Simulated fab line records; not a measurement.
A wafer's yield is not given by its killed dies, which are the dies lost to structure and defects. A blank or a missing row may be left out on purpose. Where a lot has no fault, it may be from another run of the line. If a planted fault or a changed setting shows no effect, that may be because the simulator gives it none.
Matching of chambers | flow n5Finfet | N5_BEOL_M1_STRIP_36 on rieDiel-04: 4 sister chambers
The step strips in N2/H2. 18 wafers are shown with their chamber, then 9 later ones without.

EACH WAFER AND ITS CHAMBER
wafer  | chamber | showerheadPlenumPTorr (Torr) | throttleValvePct (%) | oesProductAu (a.u.)
L080.1 | 3       | 2.51                         | 23.86                | 0.74
L080.2 | 2       | 2.49                         | 23.82                | 0.67
L080.3 | 1       | 2.65                         | 23.51                | 0.76
L080.4 | 0       | 2.52                         | 23.81                | 0.70
L080.5 | 2       | 2.49                         | 23.77                | 0.66
L080.6 | 1       | 2.65                         | 23.53                | 0.77
L083.1 | 2       | 2.49                         | 23.80                | 0.66
L083.2 | 0       | 2.52                         | 23.82                | 0.70
L083.3 | 3       | 2.51                         | 23.86                | 0.73
L086.2 | 3       | 2.51                         | 23.87                | 0.71
L086.3 | 2       | 2.49                         | 23.53                | 1.00
L086.6 | 0       | 2.51                         | 23.83                | 0.69
L089.1 | 3       | 2.50                         | 23.86                | 0.72
L089.5 | 3       | 2.50                         | 23.89                | 0.72
L089.6 | 0       | 2.51                         | 23.86                | 0.69
L091.2 | 3       | 2.50                         | 23.87                | 0.72
L091.5 | 2       | 2.49                         | 23.53                | 0.93
L091.6 | 1       | 2.64                         | 23.56                | 0.73

SIGNATURES (averages over the wafers above)
reading               | chamber 0 | chamber 1 | chamber 2 | chamber 3 | scatter within a chamber
showerheadPlenumPTorr | 2.5150    | 2.6467    | 2.4900    | 2.5050    | 0.00476
throttleValvePct      | 23.8300   | 23.5333   | 23.6900   | 23.8683   | 0.0802
oesProductAu          | 0.6950    | 0.7533    | 0.7840    | 0.7233    | 0.0899
Rule: for a wafer and a chamber, the distance is found by dividing, reading by reading, the gap between the wafer's reading and the chamber's mean by the reading's scatter, squaring, summing and taking the root. If the next closest chamber is less than 2 further off than the closest, the wafer can't be placed; otherwise it belongs to the closest. The scatter: take each reading less its chamber's mean, square it, sum over the shown wafers, divide by the number of wafers less the number of chambers, and take the root.

WAFERS WHOSE CHAMBER IS MISSING
wafer  | showerheadPlenumPTorr (Torr) | throttleValvePct (%) | oesProductAu (a.u.)
L094.1 | 2.64                         | 23.56                | 0.74
L094.5 | 2.64                         | 23.56                | 0.75
L094.6 | 2.51                         | 23.87                | 0.69
L095.3 | 2.64                         | 23.59                | 0.74
L095.4 | 2.50                         | 23.91                | 0.71
L095.6 | 2.51                         | 23.84                | 0.69
L097.1 | 2.50                         | 23.86                | 0.67
L097.3 | 2.48                         | 23.52                | 0.89
L097.5 | 2.50                         | 23.88                | 0.71

WHICH CHAMBER EACH ONE RAN IN
wafer  | from the rows above     | in truth
L094.1 | 1                       | 1
L094.5 | 1                       | 1
L094.6 | can't be placed: 3 or 0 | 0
L095.3 | 1                       | 1
L095.4 | 3                       | 3
L095.6 | can't be placed: 0 or 3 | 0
L097.1 | can't be placed: 3 or 0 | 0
L097.3 | 2                       | 2
L097.5 | 3                       | 3
Placed correctly: 6 of 9. Cannot be placed on the basis of these rows: 3; the candidates contain the true chamber in 3. Wrongly placed: 0.
